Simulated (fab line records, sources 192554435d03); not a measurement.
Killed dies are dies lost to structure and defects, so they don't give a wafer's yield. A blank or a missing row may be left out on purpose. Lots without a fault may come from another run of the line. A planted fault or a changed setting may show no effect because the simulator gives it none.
Which tool did it? | flow n5_finfet | 9 lots, 27 wafers sampled, at 6 steps of a route of 1938

WHAT THE GAUGES READ, wafer by wafer
N5_SD_EPI_N_INSPECT_26: inspects for defects (darkfield). Usual: raw_defect_count 194, standard deviation 40.
lot  | measured    | on                | raw_defect_count | flag
L465 | day 3 07:49 | defect_inspect-02 | 180 214 171      |
L466 | day 3 14:47 | defect_inspect-01 | 204 239 146      |
L468 | day 4 02:00 | defect_inspect-01 | 220 184 207      |
L476 | day 6 01:59 | defect_inspect-01 | 274 223 219      |
L478 | day 6 11:20 | defect_inspect-02 | 150 224 176      |
L480 | day 7 05:40 | defect_inspect-02 | 180 255 171      |
L481 | day 7 15:13 | defect_inspect-02 | 179 162 181      |
L485 | day 8 10:50 | defect_inspect-02 | 182 226 206      |
L488 | day 9 07:37 | defect_inspect-01 | 210 147 214      |

N5_SD_ACTIVATION_RS_MEAS_03: measures by four-point-probe. Usual: RS_SD_N 21.8 ohm/sq, standard deviation 0.34; RS_SD_P 56.2 ohm/sq, standard deviation 0.91.
lot  | measured    | on            | RS_SD_N (ohm/sq) | RS_SD_P (ohm/sq) | flag
L465 | day 3 12:31 | film_metro-02 | 22.1 22.2 22.1   | 57.4 58.4 58.1   |
L466 | day 3 19:23 | film_metro-01 | 21.9 21.9 22.0   | 57.0 56.8 57.3   |
L468 | day 4 06:35 | film_metro-02 | 21.9 21.5 21.5   | 57.8 58.2 56.5   |
L476 | day 6 06:30 | film_metro-02 | 20.1 20.2 20.1   | 56.5 56.2 56.1   | OFF
L478 | day 6 16:05 | film_metro-02 | 19.8 20.3 19.9   | 56.0 55.4 56.1   | OFF
L480 | day 7 11:49 | film_metro-02 | 20.2 20.4 20.6   | 56.4 55.4 55.4   | OFF
L481 | day 7 19:54 | film_metro-01 | 21.7 21.6 22.0   | 56.7 56.7 56.3   |
L485 | day 8 15:46 | film_metro-02 | 21.6 21.5 21.2   | 56.8 57.6 57.5   |
L488 | day 9 12:39 | film_metro-01 | 21.7 22.0 22.0   | 57.4 56.7 56.3   |

N5_ILD0_THK_MEAS_04. Usual: thk_nm 197.9 nm, standard deviation 1.1.
lot  | measured    | on            | thk_nm (nm)       | flag
L465 | day 3 15:44 | film_metro-01 | 198.3 199.3 198.7 |
L466 | day 3 22:35 | film_metro-01 | 197.9 198.4 195.7 |
L468 | day 4 09:36 | film_metro-01 | 198.2 198.9 198.2 |
L476 | day 6 09:33 | film_metro-02 | 197.1 199.4 200.0 |
L478 | day 6 19:04 | film_metro-02 | 197.9 198.3 197.7 |
L480 | day 7 14:56 | film_metro-01 | 198.6 198.6 198.3 |
L481 | day 7 22:53 | film_metro-02 | 196.7 199.1 196.9 |
L485 | day 8 18:50 | film_metro-01 | 198.3 198.2 198.9 |
L488 | day 9 16:27 | film_metro-01 | 197.3 196.8 198.3 |

N5_BEOL_M4_RC_MEAS_101. Usual: DIBL_N 36.0 mV/V, standard deviation 1.9; DIBL_P 36.0 mV/V, standard deviation 2.1; IOFF_N 0.155 nA/um, standard deviation 0.029; IOFF_P 0.20 nA/um, standard deviation 0.032; ION_N 672 uA/um, standard deviation 11; ION_P 461 uA/um, standard deviation 6.9; RC_DENSE_N 19.1 ohm.um, standard deviation 0.41; RC_N 15.5 ohm.um, standard deviation 0.32; RS_SD_N 28.3 ohm/sq, standard deviation 0.45; SS_N 71.5 mV/dec, standard deviation 0.58; SS_P 73.2 mV/dec, standard deviation 0.64; VT_N 250.4 mV, standard deviation 2.9; VT_P -251.0 mV, standard deviation 2.8.
lot  | measured     | on        | DIBL_N (mV/V)  | DIBL_P (mV/V)  | IOFF_N (nA/um)    | IOFF_P (nA/um) | ION_N (uA/um) | ION_P (uA/um) | RC_DENSE_N (ohm.um) | RC_N (ohm.um)  | RS_SD_N (ohm/sq) | SS_N (mV/dec)  | SS_P (mV/dec)  | VT_N (mV)         | VT_P (mV)            | flag
L465 | day 8 12:22  | prober-02 | 34.5 35.0 35.1 | 33.8 35.0 34.7 | 0.124 0.131 0.136 | 0.16 0.17 0.16 | 676 659 661   | 455 446 451   | 18.8 18.9 18.8      | 15.3 15.4 15.4 | 28.3 28.9 28.7   | 70.4 71.1 70.7 | 72.2 72.5 72.9 | 254.2 253.3 251.9 | -256.0 -252.8 -257.8 |
L466 | day 8 17:25  | prober-02 | 36.5 34.5 34.4 | 35.3 33.6 33.3 | 0.129 0.114 0.112 | 0.19 0.18 0.17 | 654 672 666   | 452 470 462   | 19.0 19.1 19.3      | 15.7 15.6 15.8 | 28.4 28.7 28.9   | 71.4 71.0 70.8 | 73.9 72.9 72.3 | 254.5 254.6 254.9 | -251.4 -251.4 -253.8 |
L468 | day 8 19:07  | prober-02 | 38.1 39.6 39.5 | 39.4 40.4 39.7 | 0.192 0.218 0.213 | 0.26 0.27 0.27 | 696 682 705   | 475 466 478   | 18.3 19.2 18.8      | 14.9 15.6 15.5 | 28.2 27.8 28.0   | 71.6 72.0 71.0 | 74.1 73.4 73.7 | 247.3 244.8 247.4 | -244.9 -248.1 -247.3 |
L476 | day 10 21:57 | prober-01 | 35.6 37.4 35.2 | 34.8 36.5 34.4 | 0.149 0.176 0.131 | 0.20 0.22 0.19 | 680 684 659   | 465 468 456   | 17.8 17.6 17.9      | 14.5 14.4 14.8 | 26.3 25.9 26.2   | 71.8 71.6 71.6 | 72.5 73.5 72.4 | 250.2 250.6 254.9 | -251.6 -251.2 -252.9 | OFF
L478 | day 11 06:49 | prober-01 | 36.1 34.3 37.4 | 36.1 34.0 36.8 | 0.176 0.143 0.197 | 0.21 0.17 0.22 | 686 655 692   | 463 451 462   | 17.9 17.9 17.9      | 14.6 14.5 14.5 | 26.2 26.4 26.1   | 72.0 71.5 72.1 | 73.4 73.0 74.3 | 245.4 252.3 247.1 | -251.0 -252.1 -251.3 | OFF
L480 | day 12 00:05 | prober-01 | 36.7 35.2 35.0 | 38.4 36.4 36.3 | 0.169 0.145 0.145 | 0.22 0.18 0.19 | 687 684 676   | 465 464 463   | 17.6 17.5 17.8      | 14.4 14.2 14.6 | 26.4 26.6 26.6   | 71.1 71.1 71.4 | 73.3 73.1 72.7 | 248.5 249.0 248.5 | -251.8 -254.8 -253.8 | OFF
L481 | day 12 15:49 | prober-02 | 36.1 38.4 40.0 | 36.5 39.7 41.4 | 0.134 0.181 0.216 | 0.18 0.22 0.26 | 661 688 681   | 454 462 465   | 19.5 18.7 19.5      | 15.9 15.2 15.7 | 28.1 28.3 28.5   | 71.1 71.6 72.0 | 72.7 74.1 75.0 | 256.5 251.6 251.1 | -253.1 -251.1 -249.7 |
L485 | day 13 15:59 | prober-02 | 38.0 36.2 38.5 | 36.8 35.3 37.9 | 0.169 0.148 0.187 | 0.22 0.20 0.23 | 676 673 679   | 469 462 460   | 19.3 19.1 19.6      | 15.8 15.5 15.9 | 28.3 27.9 28.0   | 72.0 70.9 71.9 | 73.9 73.6 74.0 | 249.1 250.4 246.4 | -247.3 -249.4 -247.4 |
L488 | day 13 23:31 | prober-01 | 37.5 35.8 38.0 | 36.0 34.7 36.4 | 0.179 0.147 0.173 | 0.23 0.20 0.24 | 672 678 657   | 465 460 450   | 18.8 18.0 18.3      | 15.5 14.6 15.0 | 28.0 28.2 28.4   | 71.6 71.1 71.5 | 73.9 72.9 73.8 | 248.6 251.6 248.6 | -246.8 -250.3 -252.1 |

WHICH TOOL RAN EACH LOT (tool, then ch and the chambers of the sampled wafers, then the start)
lot  | N5_SD_EPI_P_ETCH_37               | N5_SD_ACTIVATION_LSA_01
L465 | rie_diel-05 ch 0,1,3, day 3 08:23 | laser_anneal-01 ch 0, day 3 12:21
L466 | rie_diel-01 ch 0,2, day 3 15:17   | laser_anneal-02 ch 0, day 3 19:12
L468 | rie_diel-01 ch 0,1,2, day 4 02:28 | laser_anneal-02 ch 0, day 4 06:23
L476 | rie_diel-04 ch 0,3, day 6 02:26   | laser_anneal-02 ch 0, day 6 06:18
L478 | rie_diel-05 ch 0,1,2, day 6 11:58 | laser_anneal-02 ch 0, day 6 15:54
L480 | rie_diel-05 ch 1,3, day 7 06:53   | laser_anneal-02 ch 0, day 7 11:37
L481 | rie_diel-04 ch 0,1, day 7 15:47   | laser_anneal-01 ch 0, day 7 19:43
L485 | rie_diel-04 ch 0,1,3, day 8 11:17 | laser_anneal-01 ch 0, day 8 15:34
L488 | rie_diel-04 ch 0,1,2, day 9 08:34 | laser_anneal-01 ch 0, day 9 12:26
- N5_SD_EPI_P_ETCH_37: etches SOC in N2/H2, overetch 108 nm, time 486 s.
- N5_SD_ACTIVATION_LSA_01: time 0.0008 s.

WHAT THE TOOLS THEMSELVES READ (means of the sampled wafers that have a number; where no wafer has one, the mark that the record gives instead)
N5_SD_EPI_P_ETCH_37. Usual: chamber_pressure_mTorr 19.999 mTorr, standard deviation 0.019; drypump_motor_current_A 5.7 A, standard deviation 0.33; oes_product_au 0.68 a.u., standard deviation 0.069; rf_vpp_V 241.0 V, standard deviation 1.2; showerhead_plenum_p_Torr 2.56 Torr, standard deviation 0.07; throttle_valve_pct 23.76 %, standard deviation 0.24.
lot  | tool        | chamber_pressure_mTorr (mTorr) | drypump_motor_current_A (A) | oes_product_au (a.u.) | rf_vpp_V (V) | showerhead_plenum_p_Torr (Torr) | throttle_valve_pct (%) | flag
L465 | rie_diel-05 | 19.988                         | 5.4                         | 0.65                  | 239.9        | 2.50                            | 23.69                  |
L466 | rie_diel-01 | 19.997                         | 5.4                         | 0.69                  | 241.0        | 2.54                            | 24.01                  |
L468 | rie_diel-01 | 20.021                         | 5.4                         | 0.70                  | 241.3        | 2.54                            | 23.81                  |
L476 | rie_diel-04 | 19.977                         | 5.8                         | 0.64                  | 240.9        | 2.62                            | 24.01                  |
L478 | rie_diel-05 | 19.989                         | 5.5                         | 0.73                  | 240.9        | 2.59                            | 23.63                  |
L480 | rie_diel-05 | 19.998                         | 5.5                         | 0.64                  | 240.3        | 2.53                            | 23.60                  |
L481 | rie_diel-04 | 20.009                         | 6.1                         | 0.63                  | 241.3        | 2.61                            | 23.87                  |
L485 | rie_diel-04 | 20.002                         | 5.9                         | 0.62                  | 240.9        | 2.61                            | 23.97                  |
L488 | rie_diel-04 | 20.010                         | 6.0                         | 0.67                  | 241.0        | 2.57                            | 23.72                  |

N5_SD_ACTIVATION_LSA_01. Usual: wafer_temp_C_max 1087.7, standard deviation 1.9.
lot  | tool            | wafer_temp_C_max | flag
L465 | laser_anneal-01 | 1090.1           |
L466 | laser_anneal-02 | 1085.8           |
L468 | laser_anneal-02 | 1086.7           |
L476 | laser_anneal-02 | 1100.2           | OFF
L478 | laser_anneal-02 | 1098.9           | OFF
L480 | laser_anneal-02 | 1098.9           | OFF
L481 | laser_anneal-01 | 1088.5           |
L485 | laser_anneal-01 | 1090.4           |
L488 | laser_anneal-01 | 1089.4           |

THE ANSWER, worked out from the rows above alone
Rule: a lot is off if the mean of its wafers that have a number lies more than 3 standard deviations from the usual mean. A lot without any number at a reading at which 4 lots or more have one is off too. The other lots that the step has rows for count as sound. The gauges are gone through in route order, then the tools' own readings, and for those a lot's mean is taken as printed above. The first step at which some lot is off is used, and at that step the reading that is off furthest; a lot without a number counts as furthest.
Off: L476, L478, L480, at N5_SD_ACTIVATION_RS_MEAS_03 (RS_SD_N).
A tool fits if, at a process step before that reading, it ran every lot that is off, and no sound lot after the first of them. The gauges at N5_SD_ACTIVATION_RS_MEAS_03 aren't tried: what is off there is off at N5_BEOL_M4_RC_MEAS_101 too, on other tools, and a gauge's error can't cause that. One fits: laser_anneal-02 at N5_SD_ACTIVATION_LSA_01. Its last sound lot is L468 (day 4 06:23), its first lot that is off L476 (day 6 06:18): a fault that began between those two fits.
The tool's own readings at N5_SD_ACTIVATION_LSA_01 bear it out: on the lots that are off they differ by more than 5 times the standard deviation of the sound lots' means. wafer_temp_C_max reads 1099.3 there against 1088.5 on the sound lots.

WHAT THE SIMULATOR HAD PUT IN
Process parameter drift: laser_anneal-02, from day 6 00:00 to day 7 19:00, at N5_SD_ACTIVATION_LSA_01. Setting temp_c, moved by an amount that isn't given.
Lots struck among those shown: L476, L478, L480. The rule above found the same.
